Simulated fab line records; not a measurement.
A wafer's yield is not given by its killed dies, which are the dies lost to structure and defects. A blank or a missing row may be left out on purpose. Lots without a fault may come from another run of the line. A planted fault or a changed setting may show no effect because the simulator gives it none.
The tool behind it: which one? ; flow n5 finfet ; 24 lots with 72 wafers sampled at 6 steps, on a route of 1938 steps

WHAT THE GAUGES SHOWED, per wafer
N5_BEOL_M3_CD_MEAS_18: pitch 36 nm, target cd 18 nm.
lot;measured;on;cd nm (nm)
L074;day 6 22:56;cd sem-01;18.0 17.6 17.9
L076;day 7 10:06;cd sem-03;18.3 17.7 18.1
L075;day 7 11:58;cd sem-03;17.8 17.6 18.7
L077;day 8 08:25;cd sem-01;17.4 18.3 18.2
L079;day 8 12:39;cd sem-03;17.9 18.1 18.8
L078;day 8 15:10;cd sem-02;18.0 17.6 17.4
L080;day 8 18:51;cd sem-03;18.0 18.0 18.9
L081;day 8 20:58;cd sem-03;18.7 18.6 17.5
L082;day 8 21:14;cd sem-03;18.1 18.7 18.4
L083;day 9 01:06;cd sem-03;18.0 18.3 18.4
L084;day 9 04:11;cd sem-02;18.0 18.6 18.1
L085;day 9 18:32;cd sem-01;18.6 18.6 18.0
L086;day 10 07:03;cd sem-02;18.5 18.0 18.2
L087;day 10 11:39;cd sem-01;18.5 18.1 18.3
L088;day 10 14:04;cd sem-03;17.6 17.9 17.9
L089;day 10 23:10;cd sem-03;17.8 17.5 17.9
L090;day 10 23:42;cd sem-03;18.7 18.3 18.3
L091;day 11 00:23;cd sem-03;17.7 18.1 18.7
L092;day 11 12:38;cd sem-03;18.0 17.8 18.2
L093;day 11 18:59;cd sem-01;18.4 18.3 18.2
L094;day 12 03:22;cd sem-02;18.2 17.9 18.1
L095;day 12 05:04;cd sem-01;18.0 18.3 18.2
L096;day 12 09:55;cd sem-02;18.1 18.5 17.8
L097;day 12 19:50;cd sem-01;18.2 17.4 18.1

WHAT TOOL EACH LOT RAN ON (gives the tool, then ch and the chambers of the sampled wafers, and finally the start)
lot;N5_BEOL_M2_VIA_ETCH_34;N5_BEOL_M2_SURFACE_TREAT_85;N5_BEOL_M2_SPUTTER_48;N5_BEOL_M3_PECVD_72;N5_BEOL_M3_ETCH_74
L074;rie diel-06 ch 1,2,3, day 6 16:29;pvd sputter-03, day 6 17:22;pvd sputter-03, day 6 17:41;pecvd-02 ch 0,2, day 6 20:41;rie diel-02 ch 0,1,2, day 6 22:30
L076;rie diel-03 ch 2,3, day 7 03:50;pvd sputter-02, day 7 05:04;pvd sputter-02, day 7 05:28;pecvd-02 ch 1,2, day 7 08:37;rie diel-01 ch 0,3, day 7 09:42
L075;rie diel-06 ch 0,3, day 7 03:53;pvd sputter-03, day 7 05:09;pvd sputter-03, day 7 07:10;pecvd-02 ch 1,2, day 7 10:09;rie diel-01 ch 2,3, day 7 11:25
L077;rie diel-05 ch 0,1,2, day 7 22:34;pvd sputter-01, day 8 00:17;pvd sputter-01, day 8 00:33;pecvd-01 ch 0,2, day 8 07:16;rie diel-04 ch 0,2,3, day 8 08:02
L079;rie diel-03 ch 1,2,3, day 8 05:59;pvd sputter-03, day 8 07:15;pvd sputter-02, day 8 07:55;pecvd-03 ch 0,1,2, day 8 10:55;rie diel-04 ch 2,3, day 8 12:03
L078;rie diel-05 ch 1,3, day 8 07:07;pvd sputter-03, day 8 08:32;pvd sputter-03, day 8 09:01;pecvd-02 ch 0,1,2, day 8 12:02;rie diel-01 ch 0,2,3, day 8 14:46
L080;rie diel-06 ch 0,3, day 8 10:58;pvd sputter-01, day 8 12:45;pvd sputter-01, day 8 13:07;pecvd-02 ch 0,1, day 8 16:05;rie diel-02 ch 1,3, day 8 18:28
L081;rie diel-05 ch 0,3, day 8 13:55;pvd sputter-01, day 8 15:16;pvd sputter-01, day 8 15:31;pecvd-01 ch 0,1,2, day 8 18:30;rie diel-02 ch 2,3, day 8 20:35
L082;rie diel-06 ch 0,1, day 8 14:01;pvd sputter-01, day 8 15:19;pvd sputter-03, day 8 15:57;pecvd-03 ch 1,2, day 8 19:05;rie diel-04 ch 0,2, day 8 20:41
L083;rie diel-03 ch 0,2,3, day 8 18:04;pvd sputter-02, day 8 19:08;pvd sputter-02, day 8 19:47;pecvd-02 ch 0,1,2, day 8 23:05;rie diel-04 ch 0,3, day 9 00:41
L084;rie diel-05 ch 0,2,3, day 8 21:04;pvd sputter-01, day 8 22:28;pvd sputter-01, day 8 22:55;pecvd-03 ch 0,1,2, day 9 01:53;rie diel-04 ch 0,2,3, day 9 03:45
L085;rie diel-06 ch 0,1,3, day 9 10:29;pvd sputter-03, day 9 11:54;pvd sputter-01, day 9 12:10;pecvd-02 ch 0,2, day 9 15:44;rie diel-02 ch 0,1,3, day 9 18:08
L086;rie diel-03 ch 0,2,3, day 9 23:29;pvd sputter-02, day 10 00:32;pvd sputter-01, day 10 01:01;pecvd-02 ch 0,1, day 10 05:56;rie diel-04 ch 0,1,2, day 10 06:35
L087;rie diel-06 ch 1,2,3, day 10 04:23;pvd sputter-03, day 10 05:32;pvd sputter-03, day 10 05:54;pecvd-03 ch 0,1,2, day 10 09:04;rie diel-04 ch 0,3, day 10 11:15
L088;rie diel-05 ch 0,2, day 10 07:26;pvd sputter-03, day 10 08:40;pvd sputter-02, day 10 09:10;pecvd-02 ch 0,1, day 10 12:08;rie diel-01 ch 0,3, day 10 13:40
L089;rie diel-06 ch 2,3, day 10 15:49;pvd sputter-01, day 10 16:48;pvd sputter-02, day 10 17:17;pecvd-02 ch 0,1,2, day 10 20:22;rie diel-04 ch 0,3, day 10 22:46
L090;rie diel-03 ch 1,2,3, day 10 16:47;pvd sputter-02, day 10 19:13;pvd sputter-03, day 10 19:29;pecvd-02 ch 1,2, day 10 22:28;rie diel-02 ch 0,2,3, day 10 23:19
L091;rie diel-05 ch 0,1,2, day 10 18:42;pvd sputter-02, day 10 19:48;pvd sputter-02, day 10 20:10;pecvd-01 ch 0,1, day 10 23:19;rie diel-02 ch 1,2,3, day 11 00:00
L092;rie diel-03 ch 0,2,3, day 11 07:07;pvd sputter-03, day 11 08:10;pvd sputter-03, day 11 08:24;pecvd-02 ch 0,2, day 11 11:23;rie diel-01 ch 0,2,3, day 11 12:15
L093;rie diel-06 ch 0,2, day 11 10:34;pvd sputter-02, day 11 12:05;pvd sputter-02, day 11 12:26;pecvd-01 ch 0,1, day 11 15:26;rie diel-02 ch 0,2,3, day 11 18:35
L094;rie diel-06 ch 0,2,3, day 11 19:44;pvd sputter-02, day 11 21:07;pvd sputter-01, day 11 21:29;pecvd-02 ch 0,1, day 12 00:45;rie diel-01 ch 2,3, day 12 02:58
L095;rie diel-03 ch 0,2, day 11 21:04;pvd sputter-02, day 11 23:43;pvd sputter-01, day 11 23:58;pecvd-01 ch 0,1, day 12 02:57;rie diel-04 ch 0,1, day 12 04:40
L096;rie diel-06 ch 0,1,2, day 11 23:07;pvd sputter-02, day 12 00:04;pvd sputter-03, day 12 01:44;pecvd-02 ch 0,1,2, day 12 06:55;rie diel-02 ch 2,3, day 12 09:31
L097;rie diel-03 ch 2,3, day 12 13:26;pvd sputter-01, day 12 14:38;pvd sputter-02, day 12 14:58;pecvd-02 ch 0,1, day 12 17:56;rie diel-02 ch 0,1,3, day 12 19:26
- N5_BEOL_M2_VIA_ETCH_34: etches the open film in C4F6/O2, target depth 69.4 nm, time 65.9 s.
- N5_BEOL_M2_SURFACE_TREAT_85
- N5_BEOL_M2_SPUTTER_48: material Cu, target thk 4.5 nm, time 8.29 s.
- N5_BEOL_M3_PECVD_72: deposits SiO2 from TEOS/O2, target thk 16 nm, time 18 s.
- N5_BEOL_M3_ETCH_74: etches underlayer in N2/H2, target depth 6.5 nm, time 5.2 s.

AS READ BY THE TOOLS THEMSELVES (means over the sampled wafers that have a number; for cases with no such wafer, the mark the record gives instead)
N5_BEOL_M2_VIA_ETCH_34.
lot;tool;O2_flow_sccm (sccm);drypump motor current A (A);mfc ar sccm (sccm);oes product au (a.u.);rf vpp V (V);showerhead plenum p Torr (Torr);throttle valve pct (%)
L074;rie diel-06;10.002;5.8;299.3;0.73;658;2.75;30.44
L076;rie diel-03;9.955;6.0;300.1;0.80;667;2.75;30.68
L075;rie diel-06;10.014;6.0;299.9;0.72;672;2.79;30.67
L077;rie diel-05;9.991;5.5;299.5;0.73;665;2.87;30.62
L079;rie diel-03;9.982;5.7;299.7;0.87;675;2.80;30.70
L078;rie diel-05;9.983;5.2;299.3;0.79;668;2.82;30.78
L080;rie diel-06;10.021;5.5;299.7;0.70;677;2.85;30.79
L081;rie diel-05;10.015;5.4;299.3;0.87;666;2.80;30.91
L082;rie diel-06;9.992;5.1;300.1;0.72;675;2.89;30.75
L083;rie diel-03;10.009;6.0;299.5;0.81;665;2.75;30.78
L084;rie diel-05;10.019;5.5;300.4;0.79;668;2.86;30.75
L085;rie diel-06;10.007;5.6;299.8;0.72;670;2.82;30.65
L086;rie diel-03;10.001;6.0;299.4;0.79;666;2.75;30.80
L087;rie diel-06;9.992;5.8;301.1;0.79;661;2.85;30.45
L088;rie diel-05;10.017;5.7;299.3;0.73;671;2.90;30.56
L089;rie diel-06;10.016;6.1;299.3;0.77;662;2.81;30.51
L090;rie diel-03;9.982;5.7;299.2;0.84;674;2.79;30.72
L091;rie diel-05;10.021;5.5;299.1;0.71;664;2.86;30.65
L092;rie diel-03;9.977;6.0;299.9;0.79;665;2.74;30.80
L093;rie diel-06;9.979;5.2;299.6;0.95;675;2.94;30.60
L094;rie diel-06;9.990;5.7;300.6;0.84;667;2.87;30.57
L095;rie diel-03;9.998;6.1;300.8;0.76;662;2.74;30.88
L096;rie diel-06;9.998;5.4;300.0;0.86;667;2.91;30.51
L097;rie diel-03;9.994;5.8;299.2;0.80;668;2.74;30.74

N5_BEOL_M2_SPUTTER_48.
lot;tool;throttle valve pct (%)
L074;pvd sputter-03;29.5
L076;pvd sputter-02;30.8
L075;pvd sputter-03;29.0
L077;pvd sputter-01;30.0
L079;pvd sputter-02;29.9
L078;pvd sputter-03;28.7
L080;pvd sputter-01;30.6
L081;pvd sputter-01;30.2
L082;pvd sputter-03;29.3
L083;pvd sputter-02;30.2
L084;pvd sputter-01;31.1
L085;pvd sputter-01;31.2
L086;pvd sputter-01;31.3
L087;pvd sputter-03;28.9
L088;pvd sputter-02;29.7
L089;pvd sputter-02;31.0
L090;pvd sputter-03;30.1
L091;pvd sputter-02;30.8
L092;pvd sputter-03;29.3
L093;pvd sputter-02;30.4
L094;pvd sputter-01;30.8
L095;pvd sputter-01;30.7
L096;pvd sputter-03;29.7
L097;pvd sputter-02;30.0

N5_BEOL_M3_PECVD_72.
lot;tool;heater power outer w (W);heater power w (W);showerhead plenum p Torr (Torr);throttle valve pct (%)
L074;pecvd-02;411;716;8.79;23.5
L076;pecvd-02;435;703;8.80;21.9
L075;pecvd-02;416;685;8.80;21.9
L077;pecvd-01;414;722;8.81;22.5
L079;pecvd-03;341;604;8.80;22.2
L078;pecvd-02;421;705;8.80;22.8
L080;pecvd-02;473;784;8.78;23.4
L081;pecvd-01;385;694;8.80;22.4
L082;pecvd-03;438;728;8.85;22.5
L083;pecvd-02;402;685;8.78;22.7
L084;pecvd-03;343;619;8.79;22.1
L085;pecvd-02;448;764;8.80;23.0
L086;pecvd-02;489;814;8.79;23.6
L087;pecvd-03;392;673;8.80;22.2
L088;pecvd-02;494;832;8.80;23.6
L089;pecvd-02;444;736;8.80;23.0
L090;pecvd-02;410;682;8.81;22.1
L091;pecvd-01;379;692;8.76;22.0
L092;pecvd-02;448;749;8.81;22.6
L093;pecvd-01;396;725;8.77;21.9
L094;pecvd-02;480;811;8.79;23.6
L095;pecvd-01;360;698;8.82;22.3
L096;pecvd-02;471;779;8.79;22.8
L097;pecvd-02;479;784;8.78;23.2

N5_BEOL_M3_ETCH_74.
lot;tool;drypump motor current A (A);etch rf on time s (s);oes product au (a.u.);rf vpp V (V);showerhead plenum p Torr (Torr);throttle valve pct (%)
L074;rie diel-02;5.8;5.19;0.61;526.3;2.60;17.80
L076;rie diel-01;5.4;5.02;0.69;528.0;2.67;17.75
L075;rie diel-01;5.5;5.26;0.61;526.1;2.58;17.99
L077;rie diel-04;5.3;5.18;0.72;524.5;2.54;17.79
L079;rie diel-04;5.6;5.25;0.65;524.3;2.51;17.98
L078;rie diel-01;5.5;5.10;0.64;524.6;2.62;17.89
L080;rie diel-02;5.4;5.10;0.67;526.3;2.57;17.85
L081;rie diel-02;5.0;5.22;0.70;522.4;2.50;17.92
L082;rie diel-04;5.0;5.10;0.77;527.7;2.64;17.69
L083;rie diel-04;5.6;5.18;0.73;521.9;2.46;17.77
L084;rie diel-04;5.3;5.19;0.71;523.1;2.54;17.82
L085;rie diel-02;5.7;5.09;0.73;524.1;2.57;17.72
L086;rie diel-04;5.1;5.06;0.80;525.0;2.60;17.62
L087;rie diel-04;5.6;5.22;0.72;521.0;2.45;17.80
L088;rie diel-01;5.6;5.12;0.62;526.5;2.63;17.77
L089;rie diel-04;5.6;5.25;0.70;521.8;2.45;17.80
L090;rie diel-02;5.5;5.23;0.70;524.6;2.54;17.75
L091;rie diel-02;5.2;5.28;0.64;524.6;2.54;17.89
L092;rie diel-01;5.5;5.15;0.63;525.7;2.61;17.94
L093;rie diel-02;5.6;5.29;0.69;523.6;2.53;17.77
L094;rie diel-01;5.6;5.14;0.59;524.7;2.59;17.89
L095;rie diel-04;5.3;5.11;0.77;524.9;2.52;17.60
L096;rie diel-02;5.0;5.35;0.62;521.0;2.50;17.93
L097;rie diel-02;5.7;5.15;0.69;523.3;2.56;17.76

THE ANSWER, worked out from the rows above alone
Rule: the usual values come from the lots themselves. Put in order of their means at a reading, lots are off if they are a third of the lots or fewer, leave a main group of 4 or more, and stand apart from it by a gap of 3 or more times the standard deviation of the main group's means; of several such gaps the widest counts. Not used: any main group whose means are identical at the precision the tables above print for the reading. A lot without any number at a reading at which 4 lots or more have one is off too. Where the step has rows for the other lots, those lots are counted as sound. First the gauges in route order, then the tools' own readings, where a lot's mean is used as printed above. The first step at which some lot is off is used, and at that step the reading that is off furthest; a lot without a number counts as furthest.
No lot is off at any reading shown: from this, nothing can be told.

WHAT WAS PUT IN BY THE SIMULATOR
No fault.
